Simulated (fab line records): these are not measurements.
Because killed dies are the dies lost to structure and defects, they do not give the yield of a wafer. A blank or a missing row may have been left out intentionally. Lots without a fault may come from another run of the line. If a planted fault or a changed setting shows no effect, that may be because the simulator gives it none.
A lot that was struck, set against a sound lot | flow nand-harc | 15 out of 1302 route steps
Sound: the wafers L877.2, L877.3, L877.4. Struck: wafers L882.1, L882.4, L882.5. The cause comes at the end.
Order at every step that has rows: each side's tool, ch and its chambers, its first start. Under that, the readings that differ: sound wafers | struck wafers | difference of the means | sigmas: that difference in standard deviations of wafers without a fault.
alike: words and numbers the same on both sides, and readings whose means are apart by under 2 such deviations; not compared: readings that were withheld, readings missing a value for some wafer, numbers with overlapping values and no deviation given by the record, and bounds like >300 which may hide the same value.
Wherever a step has rows on one side only, a row that says differs or no value, or a row with sigmas, the two part there. Numbers that don't overlap but have no deviation are shown without sigmas and don't part them. A reading that every wafer of one side lacks parts them only if that side has two wafers or more.

first, 1 step without rows for these wafers: NHARC_A_ONON_D1_DEP_03 (target thk 1000 nm).
NHARC_A_ONON_D1_THK_MEAS_05: measures by ellipsometry.
  sound: film-metro-01 at day 10 15:55; struck: film-metro-02 at day 12 18:52
  alike: thk-nm
following that, 1 step holds no rows for these wafers, namely NHARC_A_ONON_D1_DEP_06 (target thickness 1000 nm).
NHARC_A_ONON_D1_THK_MEAS_08: measures by ellipsometry.
  sound: film-metro-02 at day 10 16:29; struck: film-metro-01 at day 12 19:26
  alike: thk-nm
following that, 1 step holds no rows for these wafers, namely NHARC_A_ONON_D1_DEP_09 (target thickness 1000 nm).
NHARC_A_ONON_D1_THK_MEAS_11: measures by ellipsometry.
  sound: film-metro-02 at day 10 17:02; struck: film-metro-02 at day 12 20:01
  alike: thk-nm
following that, 1 step holds no rows for these wafers, namely NHARC_A_ONON_D1_DEP_12 (target thickness 1000 nm).
NHARC_A_ONON_D1_THK_MEAS_14: measures by ellipsometry.
  sound: film-metro-01 at day 10 17:37; struck: film-metro-01 at day 12 20:35
  alike: thk-nm
then, 2 steps without rows for these wafers: NHARC_A_ONON_D1_ANNEAL_15 (time 3600 s); NHARC_A_ONON_D1_DEP_16 (target thk 1000 nm).
NHARC_A_ONON_D1_THK_MEAS_18: measures by ellipsometry.
  sound: film-metro-02 at day 11 01:39; struck: film-metro-01 at day 13 08:22
  alike: thk-nm
NHARC_A_ONON_D1_DEP_19: target thk 1000 nm.
  sound on pecvd-onon-02 ch 0, day 11 01:46; struck on pecvd-onon-02 ch 0, day 13 08:25
  alike: sih4-flow-sccm
NHARC_A_ONON_D1_THK_MEAS_21: measures by ellipsometry.
  sound: film-metro-02 at day 11 02:13; struck: film-metro-02 at day 13 08:56
  reading     | sound       | struck      | difference | sigmas
  thk-nm (nm) | 999 999 999 | 598 596 598 | -402       | -31
following that, 1 step holds no rows for these wafers, namely NHARC_A_ONON_D1_DEP_22 (target thickness 1000 nm).
-- jump in the record: it breaks off in module A_ONON_D1 and resumes in module END (first step shown: number 1302 of the route), and 16 days separate the struck wafers' starts before and after --
NHARC_END_SORT_01:
  here the record holds rows for the struck wafers (prober-02 ch 0, day 29 05:30) but none for the sound ones

## WHERE THEY PART
First at NHARC_A_ONON_D1_THK_MEAS_21; last, within this record, at NHARC_END_SORT_01.

WHY: what the simulator had put in
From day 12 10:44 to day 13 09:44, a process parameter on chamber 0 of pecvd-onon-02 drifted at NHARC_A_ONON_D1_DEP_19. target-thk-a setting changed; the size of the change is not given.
